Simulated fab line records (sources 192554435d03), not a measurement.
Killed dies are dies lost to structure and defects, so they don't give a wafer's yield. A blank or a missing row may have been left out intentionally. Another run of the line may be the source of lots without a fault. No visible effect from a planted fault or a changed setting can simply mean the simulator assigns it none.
Split-lot experiment + flow n5Finfet + 7 lots, 21 wafers read, on a route of 1938 steps

== ON THE SPLIT ==
At N5_BEOL_M6_ETCH_66 (etches SOC in N2/H2, target depth 80 nm, overetch 16 nm, time 120 s), the setting biasW was moved away from the recipe's 150 W on 6 of the 21 wafers read, by -16.1% to +11.5%. The other wafers ran this setting at the recipe's value.

Reading taken at the split's own step.

== THE READING ==
rfVppV, in V, at N5_BEOL_M6_ETCH_66 (etches SOC in N2/H2, target depth 80 nm, overetch 16 nm, time 120 s). Fault-free wafers of this fab line usually give 524.9 V, standard deviation 1.9 V.

| wafer  | tool, chamber at the split | biasW as run, W | against the recipe | rfVppV, V | against lot-mates on the recipe |
|--------|----------------------------|-----------------|--------------------|-----------|---------------------------------|
| L076.1 | rieDiel-02, 3              | 130.9           | -12.7%             | 480.4     | -44.8                           |
| L076.3 | rieDiel-02, 2              | 130.9           | -12.7%             | 482.9     | -42.3                           |
| L076.4 | rieDiel-02, 1              | 150             | recipe             | 525.2     | -                               |
| L075.1 | rieDiel-06, 1              | 150             | recipe             | 527.1     | -                               |
| L075.3 | rieDiel-06, 0              | 150             | recipe             | 527.9     | -                               |
| L075.5 | rieDiel-06, 3              | 150             | recipe             | 522.0     | -                               |
| L077.2 | rieDiel-02, 3              | 150             | recipe             | 523.3     | -                               |
| L077.3 | rieDiel-02, 0              | 125.8           | -16.1%             | 472.4     | -50.9                           |
| L077.6 | rieDiel-02, 3              | 125.8           | -16.1%             | 466.6     | -56.7                           |
| L079.4 | rieDiel-06, 2              | 164.8           | +9.9%              | 557.1     | +32.8                           |
| L079.5 | rieDiel-06, 0              | 150             | recipe             | 526.8     | -                               |
| L079.6 | rieDiel-06, 3              | 150             | recipe             | 521.9     | -                               |
| L080.1 | rieDiel-01, 1              | 150             | recipe             | 524.2     | -                               |
| L080.3 | rieDiel-01, 3              | 150             | recipe             | 523.6     | -                               |
| L080.4 | rieDiel-01, 1              | 150             | recipe             | 524.4     | -                               |
| L082.4 | rieDiel-02, 1              | 150             | recipe             | 524.9     | -                               |
| L082.5 | rieDiel-02, 3              | 150             | recipe             | 523.9     | -                               |
| L082.6 | rieDiel-02, 0              | 167.3           | +11.5%             | 566.0     | +41.6                           |
| L088.2 | rieDiel-01, 1              | 150             | recipe             | 523.9     | -                               |
| L088.4 | rieDiel-01, 2              | 150             | recipe             | 523.2     | -                               |
| L088.5 | rieDiel-01, 3              | 150             | recipe             | 521.2     | -                               |

FIT RESULTS
A straight line over all 21 wafers: rfVppV changes by +3.41 V for each +1% of biasW; r = +1.00; the points scatter about the line by 2 V.
The same after taking each lot's own level away (the mean of its wafers on the recipe; 21 wafers): +3.4 V for each +1%; r = +1.00; scatter 1.9 V.
Per that fit: largest biasW move, reading shift of 55 V.
Measured against the standard deviation above, the lots' own levels, which go from 522.77 to 525.67 V, span 1.5 times it.
Consequently the slope shifts little with the lot-to-lot level, the two slopes agreeing.
Check: with one of the wafers moved furthest among these (-16.1%) left out of the fit, the line predicts -55.9 V for it against its lot-mates. It came out at -50.9 V against them.
Tool readings at the split's step, against how far the setting was moved: rfVppV r = +1.00.

== THE OTHER SPLITS THESE WAFERS WENT THROUGH ==
Other splits were also applied to these wafers ahead of the reading. Each is held against what the fit with the lots' levels taken away leaves over:
| other split on the same wafers  | wafers away from the commonest value | r with rfVppV (lot level and that fit taken away) |
|---------------------------------|--------------------------------------|---------------------------------------------------|
| N5_BEOL_M0_SAQP_COAT_87 spinRpm | 7                                    | -0.04                                             |
| N5_BEOL_M1_ETCH_64 sourceW      | 10                                   | -0.19                                             |
| N5_BEOL_M4_PECVD_72 timeS       | 10                                   | -0.02                                             |
| N5_BEOL_M5_ILD_DEP_00 timeS     | 7                                    | +0.07                                             |
| N5_BEOL_M5_COAT_71 spinRpm      | 8                                    | -0.02                                             |

== THE WHOLE CHAIN: every reading that the file lists as answering this split, in the file's order ==
| step               | what it does                                                        | reading                                                                         | change (the file's fit)                | r (the file's) |
|--------------------|---------------------------------------------------------------------|---------------------------------------------------------------------------------|----------------------------------------|----------------|
| N5_BEOL_M6_ETCH_66 | etches SOC in N2/H2, target depth 80 nm, overetch 16 nm, time 120 s | rfVppV                                                                          | +3.41 V for each +1% of the setting    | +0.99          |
| N5_BEOL_M6_ETCH_66 | etches SOC in N2/H2, target depth 80 nm, overetch 16 nm, time 120 s | SiARC_of_BEOL_M6_COAT_64.thkNm (the simulator's own value, which no gauge read) | -0.0657 nm for each +1% of the setting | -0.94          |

== THE FILE'S OWN FIT ==
rfVppV changes by +3.41 V for each +1% of biasW, r = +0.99.
